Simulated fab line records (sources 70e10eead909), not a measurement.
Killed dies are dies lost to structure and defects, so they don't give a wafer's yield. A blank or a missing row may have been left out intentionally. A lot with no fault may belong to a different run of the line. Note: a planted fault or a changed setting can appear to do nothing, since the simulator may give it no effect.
Chamber matching / flow nandHarc / rieDiel-01 running NHARC_A_ZERO_WELL_DESCUM_12: 4 sister chambers
The step chemistry O2, time 3 s. 8 wafers are shown with their chamber, then 7 later ones without.

## WAFERS WITH THEIR CHAMBER
wafer=L541.2; chamber=0; drypumpMotorCurrentA (A)=6.4; oesProductAu (a.u.)=1.001
wafer=L542.6; chamber=0; drypumpMotorCurrentA (A)=6.4; oesProductAu (a.u.)=0.989
wafer=L543.1; chamber=3; drypumpMotorCurrentA (A)=6.4; oesProductAu (a.u.)=0.992
wafer=L543.4; chamber=1; drypumpMotorCurrentA (A)=6.3; oesProductAu (a.u.)=0.982
wafer=L547.5; chamber=1; drypumpMotorCurrentA (A)=6.3; oesProductAu (a.u.)=0.987
wafer=L547.6; chamber=2; drypumpMotorCurrentA (A)=4.8; oesProductAu (a.u.)=0.989
wafer=L550.3; chamber=3; drypumpMotorCurrentA (A)=6.4; oesProductAu (a.u.)=1.006
wafer=L550.5; chamber=2; drypumpMotorCurrentA (A)=4.9; oesProductAu (a.u.)=0.994

## WAFERS WITH NO CHAMBER GIVEN
wafer=L550.6; drypumpMotorCurrentA (A)=6.3; oesProductAu (a.u.)=0.983
wafer=L559.1; drypumpMotorCurrentA (A)=6.3; oesProductAu (a.u.)=0.984
wafer=L559.5; drypumpMotorCurrentA (A)=6.3; oesProductAu (a.u.)=0.981
wafer=L559.6; drypumpMotorCurrentA (A)=6.4; oesProductAu (a.u.)=1.009
wafer=L560.1; drypumpMotorCurrentA (A)=4.8; oesProductAu (a.u.)=0.990
wafer=L560.2; drypumpMotorCurrentA (A)=6.3; oesProductAu (a.u.)=0.990
wafer=L560.3; drypumpMotorCurrentA (A)=6.4; oesProductAu (a.u.)=1.011

## THE CHAMBER EACH PASSED THROUGH
wafer=L550.6; from the rows above=1; in truth=1
wafer=L559.1; from the rows above=1; in truth=1
wafer=L559.5; from the rows above=1; in truth=1
wafer=L559.6; from the rows above=can't be placed: 3 or 0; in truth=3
wafer=L560.1; from the rows above=2; in truth=2
wafer=L560.2; from the rows above=1; in truth=1
wafer=L560.3; from the rows above=can't be placed: 3 or 0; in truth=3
Placed correctly: 5 of 7. From these rows, 2 cannot be placed; in 2 the true chamber is one of the candidates. Wrongly placed: 0.
How it was worked out, from the rows above alone: a wafer's distance from a chamber is the root of the sum, over the readings, of the square of ((its reading less the chamber's mean) divided by the reading's scatter). If the next closest chamber is less than 2 further off than the closest, the wafer can't be placed; otherwise it belongs to the closest. For every chamber, the mean is computed from those of its wafers that are shown. How the scatter is found: for the shown wafers, subtract from each reading the mean of its chamber, square and add these, divide the total by (wafers less chambers), then take the root.
